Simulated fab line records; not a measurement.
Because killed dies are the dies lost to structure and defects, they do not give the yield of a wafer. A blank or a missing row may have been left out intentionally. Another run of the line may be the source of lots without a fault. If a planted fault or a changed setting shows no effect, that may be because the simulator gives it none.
fab line records + flow nandHarc
record
- lots=11
- wafers=33
- lastDay=26
route steps=1159 shown P_M0@278 P_M1@303
lots that met no fault: from a run of the same line without faults
startH: hours from the record's opening day to when the first of the lot's shown wafers began + waitH: how many hours have passed since the lot's step before this one + " as in the row above + L1.1+2: several wafers, shown together as one row + - no value, or no start given + * or withheld: withheld + < > ~ a bound
route shown NAME@n: NAME is a module with steps in the file, n the number in the route of the first one + usual: the fault-free wafers' mean and standard deviation + same: alike in all rows + chamber/n: place in a boat + sites: the reading at each site + _std_site: standard deviation of those values + _edge_site: outer sites' mean less inner sites' + radiusMm: how far each site lies from the wafer's centre + mask NAME#n: copy n + behind: the most recent tool/chamber to have shaped the wafer + hold: what put the lot on hold/how long, in hours/how the hold closed + device: names the non-switching transistor (n, p or np) + end of line: the route-end tests of the same wafers + where a step has no rows: the recipe by itself + killed: not the wafer's yield, but the dies lost to structure and defects at the first sort + map: dies across one wafer; x = killed, . = not, _ = none there
set.NAME: setting as actually run; set.NAME@STEP: the setting as run at that earlier step + model.NAME: the simulator's own value behind a step, which no gauge read
a sample of lots followed through the steps of the route, with each step as a table and each wafer as a row
services: the hour from which a tool's chamber was out of use, counted from the record's first day as startH (under 0 if before that day), plus the number of hours and why
## steps
# step NHARC_P_M0_CMP_23
# recipe
- tOverpolishS=20
- targetThkNm=117.53
# usual
- motorCurrentA=11.8/1.1
- retainingRingPressureFrac=0.999/0.0048
- timeToEndpointS=31/3.1
| lot.wafer | tool   | chamber | startH | waitH | motorCurrentA | retainingRingPressureFrac | timeToEndpointS |
|-----------|--------|---------|--------|-------|---------------|---------------------------|-----------------|
| L299.1    | cmp-04 | 3       | 144.78 | -     | 11.0          | 0.984                     | 37              |
| L299.3    | "      | 0       | "      | "     | 12.0          | 0.995                     | 32              |
| L299.5    | "      | 2       | "      | "     | 13.5          | 0.998                     | 30              |
| L300.2    | cmp-01 | 2       | 150.38 | -     | 13.4          | 0.999                     | 34              |
| L300.4    | "      | 3       | "      | "     | 11.4          | 1.005                     | 30              |
| L300.3    | "      | 1       | "      | "     | 11.9          | 1.004                     | 40              |
| L301.1    | cmp-02 | 2       | 158.06 | -     | 10.5          | 1.009                     | 28              |
| L301.4    | "      | 3       | "      | "     | 10.4          | 1.002                     | 29              |
| L301.5    | "      | 0       | "      | "     | 11.3          | 1.003                     | 32              |
| L303.3    | cmp-01 | 2       | 163.08 | -     | 13.6          | 0.998                     | 34              |
| L303.5    | "      | 3       | "      | "     | 10.9          | 0.997                     | 30              |
| L303.6    | "      | 0       | "      | "     | 12.9          | 1.000                     | 34              |
| L304.3    | cmp-02 | 3       | 176.18 | -     | 10.7          | 1.002                     | 26              |
| L304.1    | "      | 2       | "      | "     | 10.5          | 1.001                     | 26              |
| L304.5    | "      | 3       | "      | "     | 11.0          | 1.000                     | 30              |
| L305.3    | cmp-04 | 3       | 180.97 | -     | 10.4          | 0.994                     | 31              |
| L305.1    | "      | 0       | "      | "     | 12.2          | 1.008                     | 29              |
| L305.6    | "      | 0       | "      | "     | 11.7          | 1.003                     | 28              |
| L310.1    | cmp-01 | 1       | 209.76 | -     | 11.4          | 1.007                     | 34              |
| L310.2    | "      | 0       | "      | "     | 12.8          | 1.003                     | 31              |
| L310.5    | "      | 1       | "      | "     | 10.7          | 0.995                     | 36              |
| L315.1    | cmp-01 | 0       | 232.24 | -     | 12.0          | 0.996                     | 29              |
| L315.4    | "      | 1       | "      | "     | 11.6          | 1.000                     | 34              |
| L315.6    | "      | 3       | "      | "     | 10.8          | 1.001                     | 29              |
| L316.1    | cmp-01 | 1       | 243.74 | -     | 11.4          | 1.005                     | 34              |
| L316.4    | "      | 3       | "      | "     | 10.6          | 1.001                     | 30              |
| L316.2    | "      | 0       | "      | "     | 12.3          | 1.002                     | 29              |
| L317.3    | cmp-01 | 2       | 249.64 | -     | 14.1          | 0.994                     | 27              |
| L317.5    | "      | 0       | "      | "     | 12.6          | 0.996                     | 29              |
| L317.6    | "      | 1       | "      | "     | 11.9          | 1.000                     | 34              |
| L318.1    | cmp-02 | 3       | 257.61 | -     | 10.7          | 0.999                     | 29              |
| L318.2    | "      | 0       | "      | "     | 11.6          | 0.997                     | 31              |
| L318.6    | "      | 3       | "      | "     | 11.3          | 0.999                     | 28              |
# step NHARC_P_M1_ETCH_28
# recipe
- targetDepthA=300
- overEtchFrac=0.3
- timeS=72.99
- ionEnergyEv=150
- cf4FlowSccm=50
- n2FlowSccm=100
- arFlowSccm=150
- rfW=300
- biasW=100
- chemistry=CF4/N2
# usual
- chamberPressureMTorr=29.998/0.026
- drypumpMotorCurrentA=5.9/0.48
- oesProductAu=0.998/0.014
- rfVppV=314.9/1.9
- showerheadPlenumPTorr=2.67/0.11
- throttleValvePct=19.792/0.009
| lot.wafer | tool       | chamber | startH | waitH | chamberPressureMTorr | drypumpMotorCurrentA | oesProductAu | rfHoursCounterH | rfVppV | showerheadPlenumPTorr | throttleValvePct |
|-----------|------------|---------|--------|-------|----------------------|----------------------|--------------|-----------------|--------|-----------------------|------------------|
| L299.3    | rieDiel-05 | 2       | -      | -     | 29.984               | 6.3                  | 0.997        | 10              | 316.2  | 2.72                  | 19.788           |
| L299.1    | "          | 3       | "      | "     | 29.961               | 5.0                  | 0.991        | 10              | 316.0  | 2.74                  | 19.788           |
| L299.5    | "          | 1       | "      | "     | 29.985               | 6.3                  | 0.980        | -               | 316.4  | 2.77                  | 19.801           |
| L300.3    | rieDiel-05 | 0       | -      | -     | 30.044               | 5.6                  | 1.003        | 13              | 311.9  | 2.49                  | 19.787           |
| L300.2    | "          | 1       | "      | "     | 29.975               | 6.3                  | 0.996        | 11              | 316.0  | 2.77                  | 19.784           |
| L300.4    | "          | 3       | "      | "     | 30.030               | 5.0                  | 1.019        | 11              | 316.6  | 2.74                  | 19.780           |
| L301.1    | rieDiel-09 | 1       | -      | -     | 30.026               | 6.6                  | 0.982        | 5               | 316.0  | 2.72                  | 19.804           |
| L301.4    | "          | 2       | "      | "     | 29.965               | 6.2                  | 0.982        | 6               | 317.0  | 2.77                  | 19.794           |
| L301.5    | "          | 1       | "      | "     | 30.046               | 6.6                  | 0.986        | -               | 316.9  | 2.72                  | 19.785           |
| L303.3    | rieDiel-09 | 0       | -      | -     | 29.999               | 5.3                  | 0.975        | 6               | 315.0  | 2.74                  | 19.804           |
| L303.5    | "          | 2       | "      | "     | 30.029               | 6.2                  | 0.984        | -               | 318.1  | 2.77                  | 19.777           |
| L303.6    | "          | 3       | "      | "     | 30.004               | 5.5                  | 1.010        | -               | 316.6  | 2.77                  | 19.806           |
| L304.3    | rieDiel-09 | 0       | -      | -     | 29.995               | 5.3                  | 0.986        | 7               | 315.0  | 2.74                  | 19.791           |
| L304.1    | "          | 1       | "      | "     | 30.029               | 6.6                  | 0.980        | 6               | 314.8  | 2.72                  | 19.790           |
| L304.5    | "          | 3       | "      | "     | 30.016               | 5.5                  | 1.007        | -               | 317.0  | 2.77                  | 19.793           |
| L305.3    | rieDiel-02 | 3       | -      | -     | 29.994               | 6.1                  | 0.972        | 1               | 312.7  | 2.48                  | 19.788           |
| L305.1    | "          | 0       | "      | "     | 29.939               | 5.7                  | 0.994        | 1               | 315.1  | 2.68                  | 19.776           |
| L305.6    | "          | 2       | "      | "     | 29.986               | 5.4                  | 0.994        | -               | 314.9  | 2.59                  | 19.791           |
| L310.1    | rieDiel-02 | 0       | -      | -     | 29.977               | 5.8                  | 1.004        | 1               | 314.6  | 2.68                  | 19.788           |
| L310.2    | "          | 1       | "      | "     | 30.006               | 6.1                  | 1.001        | 1               | 313.2  | 2.57                  | 19.781           |
| L310.5    | "          | 0       | "      | "     | 29.998               | 5.7                  | 1.012        | -               | 314.6  | 2.68                  | 19.806           |
| L315.1    | rieDiel-09 | 0       | -      | -     | 29.997               | 5.3                  | 0.986        | 10              | 315.9  | 2.74                  | 19.805           |
| L315.4    | "          | 3       | "      | "     | 29.936               | 5.5                  | 1.015        | 10              | 318.4  | 2.77                  | 19.788           |
| L315.6    | "          | 0       | "      | "     | 29.955               | 5.3                  | 1.000        | -               | 314.7  | 2.74                  | 19.800           |
| L316.2    | rieDiel-05 | 2       | -      | -     | 30.052               | 6.3                  | 1.010        | 4               | 316.2  | 2.72                  | 19.810           |
| L316.1    | "          | 1       | "      | "     | 29.980               | 6.3                  | 1.024        | 4               | 316.4  | 2.77                  | 19.787           |
| L316.4    | "          | 3       | "      | "     | 30.041               | 5.0                  | 1.017        | -               | 317.3  | 2.74                  | 19.808           |
| L317.3    | rieDiel-09 | 3       | -      | -     | 29.990               | 5.5                  | 1.003        | 11              | 315.9  | 2.77                  | 19.793           |
| L317.5    | "          | 0       | "      | "     | 29.966               | 5.3                  | 1.001        | -               | 315.9  | 2.73                  | 19.803           |
| L317.6    | "          | 1       | "      | "     | 30.001               | 6.6                  | 0.991        | -               | 315.2  | 2.71                  | 19.798           |
| L318.1    | rieDiel-05 | 0       | -      | -     | 29.992               | 5.5                  | 1.017        | 4               | 310.6  | 2.49                  | 19.781           |
| L318.2    | "          | 1       | "      | "     | 29.992               | 6.3                  | 1.012        | 5               | 316.6  | 2.77                  | 19.796           |
| L318.6    | "          | 3       | "      | "     | 30.015               | 5.0                  | 1.022        | -               | 316.2  | 2.73                  | 19.794           |
# step NHARC_P_M1_ECD_22
# recipe
- targetThkA=4000
- bathTempC=25
- material=Cu
# usual
- bathHeatDutyPct=6.5/0.93
- bathTempC=24.98/0.11
| lot.wafer | tool     | chamber | startH | waitH | bathHeatDutyPct | bathTempC |
|-----------|----------|---------|--------|-------|-----------------|-----------|
| L299.1    | ecdCu-01 | 0       | 148.06 | -     | 5.4             | 24.80     |
| L299.3    | "        | 1       | "      | "     | 6.1             | 25.11     |
| L299.5    | "        | 1       | "      | "     | 7.5             | 25.11     |
| L300.2    | ecdCu-01 | 1       | 153.85 | -     | 7.5             | 24.96     |
| L300.3    | "        | 1       | "      | "     | 6.9             | 25.04     |
| L300.4    | "        | 0       | "      | "     | 5.8             | 25.31     |
| L301.1    | ecdCu-02 | 1       | 161.42 | -     | 8.1             | 25.04     |
| L301.4    | "        | 1       | "      | "     | 7.2             | 24.91     |
| L301.5    | "        | 1       | "      | "     | 7.1             | 25.06     |
| L303.3    | ecdCu-01 | 1       | 166.43 | -     | 6.8             | 24.99     |
| L303.6    | "        | 1       | "      | "     | 7.6             | 24.90     |
| L303.5    | "        | 0       | "      | "     | 5.2             | 24.93     |
| L304.1    | ecdCu-01 | 1       | 179.55 | -     | -               | -         |
| L304.3    | "        | 0       | "      | "     | -               | -         |
| L304.5    | "        | 1       | "      | "     | -               | -         |
| L305.1    | ecdCu-01 | 1       | 185.04 | -     | -               | -         |
| L305.3    | "        | 1       | "      | "     | -               | -         |
| L305.6    | "        | 1       | "      | "     | -               | -         |
| L310.2    | ecdCu-01 | 0       | 213.20 | -     | 5.9             | 25.00     |
| L310.1    | "        | 1       | "      | "     | 7.2             | 24.82     |
| L310.5    | "        | 0       | "      | "     | 5.1             | 25.06     |
| L315.1    | ecdCu-01 | 0       | 235.55 | -     | 5.8             | 24.86     |
| L315.4    | "        | 0       | "      | "     | 4.9             | 24.88     |
| L315.6    | "        | 1       | "      | "     | 6.9             | 24.80     |
| L316.2    | ecdCu-01 | 1       | 247.29 | -     | 7.5             | 25.08     |
| L316.1    | "        | 0       | "      | "     | 6.6             | 25.07     |
| L316.4    | "        | 1       | "      | "     | 7.6             | 25.32     |
| L317.3    | ecdCu-02 | 0       | 253.17 | -     | 5.8             | 24.97     |
| L317.5    | "        | 0       | "      | "     | 6.0             | 25.10     |
| L317.6    | "        | 1       | "      | "     | 7.5             | 24.95     |
| L318.1    | ecdCu-01 | 0       | 261.05 | -     | 5.6             | 24.89     |
| L318.2    | "        | 1       | "      | "     | 6.8             | 24.97     |
| L318.6    | "        | 1       | "      | "     | 7.5             | 25.04     |
# step NHARC_P_M1_CMP_23
# recipe
- tOverpolishS=20
- targetThkNm=157.82
# usual
- motorCurrentA=11.7/1
- retainingRingPressureFrac=0.999/0.0049
- timeToEndpointS=30/3.7
| lot.wafer | tool   | chamber | startH | waitH | motorCurrentA | retainingRingPressureFrac | timeToEndpointS |
|-----------|--------|---------|--------|-------|---------------|---------------------------|-----------------|
| L299.3    | cmp-03 | 1       | 148.81 | -     | 11.3          | 1.011                     | 27              |
| L299.1    | "      | 2       | "      | "     | 14.0          | 1.011                     | 27              |
| L299.5    | "      | 1       | "      | "     | 11.5          | 0.999                     | 23              |
| L300.3    | cmp-02 | 2       | 154.61 | -     | 10.8          | 0.992                     | 29              |
| L300.2    | "      | 3       | "      | "     | 10.9          | 1.005                     | 30              |
| L300.4    | "      | 0       | "      | "     | 10.8          | 0.996                     | 29              |
| L301.1    | cmp-02 | 3       | 162.14 | -     | 10.9          | 0.997                     | 30              |
| L301.4    | "      | 2       | "      | "     | 10.7          | 0.994                     | 31              |
| L301.5    | "      | 0       | "      | "     | 11.0          | 1.001                     | 32              |
| L303.3    | cmp-02 | 1       | 167.10 | -     | 12.2          | 0.994                     | 38              |
| L303.6    | "      | 3       | "      | "     | 10.2          | 0.997                     | 30              |
| L303.5    | "      | 0       | "      | "     | 11.5          | 0.991                     | 30              |
| L304.1    | cmp-03 | 1       | 180.21 | -     | 11.3          | 1.003                     | 1               |
| L304.3    | "      | 0       | "      | "     | 12.3          | 1.006                     | 0               |
| L304.5    | "      | 1       | "      | "     | 11.6          | 1.001                     | 0               |
| L305.1    | cmp-02 | 3       | 185.74 | -     | 11.2          | 0.993                     | 4               |
| L305.3    | "      | 0       | "      | "     | 10.9          | 1.000                     | 6               |
| L305.6    | "      | 3       | "      | "     | 10.9          | 0.997                     | 4               |
| L310.2    | cmp-02 | 3       | 214.02 | -     | 10.5          | 0.997                     | 26              |
| L310.1    | "      | 0       | "      | "     | 11.5          | 1.002                     | 28              |
| L310.5    | "      | 0       | "      | "     | 11.7          | 0.996                     | 29              |
| L315.4    | cmp-04 | 0       | 236.32 | -     | 11.6          | 0.989                     | 35              |
| L315.1    | "      | 2       | "      | "     | 12.6          | 0.996                     | 32              |
| L315.6    | "      | 3       | "      | "     | 10.4          | 1.002                     | 37              |
| L316.2    | cmp-02 | 0       | 248.01 | -     | 11.4          | 1.003                     | 33              |
| L316.1    | "      | 2       | "      | "     | 10.4          | 1.001                     | 30              |
| L316.4    | "      | 3       | "      | "     | 10.5          | 0.994                     | 31              |
| L317.3    | cmp-04 | 1       | 253.92 | -     | 12.8          | 0.994                     | 34              |
| L317.5    | "      | 0       | "      | "     | 12.6          | 0.997                     | 30              |
| L317.6    | "      | 1       | "      | "     | 13.3          | 0.996                     | 33              |
| L318.1    | cmp-03 | 3       | 261.78 | -     | 10.5          | 0.994                     | 26              |
| L318.2    | "      | 0       | "      | "     | 13.0          | 1.002                     | 29              |
| L318.6    | "      | 0       | "      | "     | 12.7          | 1.006                     | 28              |
# step NHARC_P_M1_THK_MEAS_24
# recipe
- thkMeasGauge=xrf
# usual
- thkNm=158.3/1.8
| lot.wafer | tool         | chamber | startH | waitH | hold                    | thkNm |
|-----------|--------------|---------|--------|-------|-------------------------|-------|
| L299.1    | filmMetro-01 | -       | 149.10 | -     | -                       | 158.1 |
| L299.3    | "            | -       | "      | "     | -                       | 158.0 |
| L299.5    | "            | -       | "      | "     | -                       | 157.4 |
| L300.2    | filmMetro-02 | -       | 154.92 | -     | -                       | 157.7 |
| L300.3    | "            | -       | "      | "     | -                       | 158.1 |
| L300.4    | "            | -       | "      | "     | -                       | 159.9 |
| L301.1    | filmMetro-02 | -       | 162.45 | -     | -                       | 159.5 |
| L301.4    | "            | -       | "      | "     | -                       | 156.9 |
| L301.5    | "            | -       | "      | "     | -                       | 158.5 |
| L303.3    | filmMetro-01 | -       | 167.36 | -     | -                       | 161.7 |
| L303.5    | "            | -       | "      | "     | -                       | 157.6 |
| L303.6    | "            | -       | "      | "     | -                       | 156.6 |
| L304.1    | filmMetro-01 | -       | 180.53 | -     | awaitDispo/0.2h/release | 29.0  |
| L304.3    | "            | -       | "      | "     | awaitDispo/0.2h/release | 31.0  |
| L304.5    | "            | -       | "      | "     | awaitDispo/0.2h/release | 29.8  |
| L304.1    | filmMetro-01 | -       | 180.70 | 0.2   | -                       | 29.1  |
| L304.3    | "            | -       | "      | "     | -                       | 30.6  |
| L304.5    | "            | -       | "      | "     | -                       | 30.3  |
| L305.1    | filmMetro-01 | -       | 186.03 | -     | awaitDispo/0.2h/release | 30.4  |
| L305.3    | "            | -       | "      | "     | awaitDispo/0.2h/release | 28.3  |
| L305.6    | "            | -       | "      | "     | awaitDispo/0.2h/release | 30.2  |
| L305.1    | filmMetro-01 | -       | 186.20 | 0.2   | -                       | 27.9  |
| L305.3    | "            | -       | "      | "     | -                       | 30.7  |
| L305.6    | "            | -       | "      | "     | -                       | 30.5  |
| L310.1    | filmMetro-01 | -       | 214.33 | -     | -                       | 158.8 |
| L310.2    | "            | -       | "      | "     | -                       | 158.4 |
| L310.5    | "            | -       | "      | "     | -                       | 157.3 |
| L315.1    | filmMetro-02 | -       | 236.61 | -     | -                       | 156.4 |
| L315.4    | "            | -       | "      | "     | -                       | 157.5 |
| L315.6    | "            | -       | "      | "     | -                       | 160.8 |
| L316.1    | filmMetro-01 | -       | 248.33 | -     | -                       | 158.1 |
| L316.2    | "            | -       | "      | "     | -                       | 158.4 |
| L316.4    | "            | -       | "      | "     | -                       | 158.5 |
| L317.3    | filmMetro-01 | -       | 254.21 | -     | -                       | 161.0 |
| L317.5    | "            | -       | "      | "     | -                       | 157.8 |
| L317.6    | "            | -       | "      | "     | -                       | 162.5 |
| L318.1    | filmMetro-02 | -       | 262.09 | -     | -                       | 157.7 |
| L318.2    | "            | -       | "      | "     | -                       | 157.7 |
| L318.6    | "            | -       | "      | "     | -                       | 157.8 |
# step NHARC_P_M1_DEP_33
# recipe
- targetThkA=300
- tempC=370
- targetThkNm=30
- pressureTorr=3
- flowSccm=200
- rfW=450
- material=SiCN
# usual
- heaterPowerW=601/57
| lot.wafer | tool     | chamber | startH | waitH | heaterPowerW |
|-----------|----------|---------|--------|-------|--------------|
| L299.1    | pecvd-03 | 2       | 149.49 | 0.1   | 575          |
| L299.3    | "        | 1       | "      | "     | 679          |
| L299.5    | "        | 2       | "      | "     | 576          |
| L300.2    | pecvd-03 | 2       | 155.22 | 0.1   | 627          |
| L300.3    | "        | 0       | "      | "     | 645          |
| L300.4    | "        | 1       | "      | "     | 668          |
| L301.1    | pecvd-01 | 0       | 162.81 | 0.1   | 638          |
| L301.4    | "        | 2       | "      | "     | 753          |
| L301.5    | "        | 1       | "      | "     | 610          |
| L303.3    | pecvd-03 | 2       | 167.69 | 0.1   | 665          |
| L303.6    | "        | 0       | "      | "     | 658          |
| L303.5    | "        | 1       | "      | "     | 652          |
| L310.1    | pecvd-03 | 2       | 214.68 | 0.1   | 562          |
| L310.2    | "        | 0       | "      | "     | 668          |
| L310.5    | "        | 0       | "      | "     | 678          |
| L315.1    | pecvd-04 | 1       | 236.96 | 0.1   | 507          |
| L315.4    | "        | 1       | "      | "     | 510          |
| L315.6    | "        | 2       | "      | "     | 550          |
| L316.1    | pecvd-03 | 0       | 248.67 | 0.1   | 665          |
| L316.2    | "        | 1       | "      | "     | 600          |
| L316.4    | "        | 0       | "      | "     | 660          |
| L317.3    | pecvd-03 | 0       | 254.59 | 0.1   | 558          |
| L317.5    | "        | 2       | "      | "     | 587          |
| L317.6    | "        | 0       | "      | "     | 562          |
| L318.1    | pecvd-04 | 1       | 262.40 | 0.1   | 539          |
| L318.2    | "        | 2       | "      | "     | 564          |
| L318.6    | "        | 1       | "      | "     | 532          |
## services
| tool       | chamber | startH | hours | kind   |
|------------|---------|--------|-------|--------|
| rieDiel-05 | 1       | 122.49 | 1.3   | repair |
| pecvd-04   | 0       | 123.23 | 16.0  | repair |
| pecvd-04   | -       | 126.87 | 0.9   | repair |
| cmp-02     | -       | 128.50 | 4.0   | pm     |
| pecvd-04   | 2       | 130.30 | 5.5   | repair |
| cmp-03     | -       | 156.12 | 4.0   | pm     |
| rieDiel-05 | -       | 163.60 | 9.0   | pm     |
| cmp-01     | -       | 179.50 | 4.0   | pm     |
| rieDiel-05 | 3       | 180.60 | 3.5   | repair |
| ecdCu-01   | -       | 189.61 | 2.9   | repair |
| cmp-04     | -       | 203.07 | 4.0   | pm     |
| rieDiel-09 | 2       | 203.33 | 9.9   | repair |
| rieDiel-09 | 3       | 205.37 | 12.2  | repair |
| cmp-04     | -       | 208.22 | 0.2   | repair |
| cmp-01     | -       | 210.32 | 0.6   | repair |
| pecvd-03   | 0       | 221.68 | 15.8  | repair |
| cmp-02     | -       | 226.50 | 4.0   | pm     |
| cmp-01     | -       | 240.66 | 1.2   | repair |
| cmp-03     | -       | 243.76 | 6.6   | repair |
| rieDiel-05 | 0       | 246.01 | 4.7   | repair |
| ecdCu-01   | -       | 249.54 | 1.6   | repair |
| rieDiel-09 | -       | 254.10 | 9.0   | pm     |
| cmp-03     | -       | 254.12 | 4.0   | pm     |
| rieDiel-05 | 1       | 262.10 | 17.3  | repair |
## key
firstSign
- step=NHARC_P_M1_ECD_22
- reading=toolRecord
- direction=missing
effect
- step=NHARC_P_M1_CMP_23
- reading=timeToEndpointS
- direction=down
- sigmas=7.5
- usual=*
- struck=*
effect
- step=NHARC_P_M1_THK_MEAS_24
- reading=visit
- direction=added
effect
- step=NHARC_P_M1_THK_MEAS_24
- reading=thkNm
- direction=down
- sigmas=70
- usual=158.3
- struck=29.8
metAt NHARC_P_M1_ECD_22
struckLots L304,L305
scrappedBehind NHARC_P_M1_THK_MEAS_24 L304.1,L304.3,L304.5,L305.1,L305.3,L305.6
notActingAt NHARC_P_M0_CMP_23,NHARC_P_M1_ETCH_28,NHARC_P_M1_DEP_33
onsetBetween 166.43 179.55
fault
- kind=skippedStepWhole
- tool=ecdCu-01
- chamber=-
- onsetH=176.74
- steps=NHARC_P_M1_ECD_22
- scope=struckLotsOnly
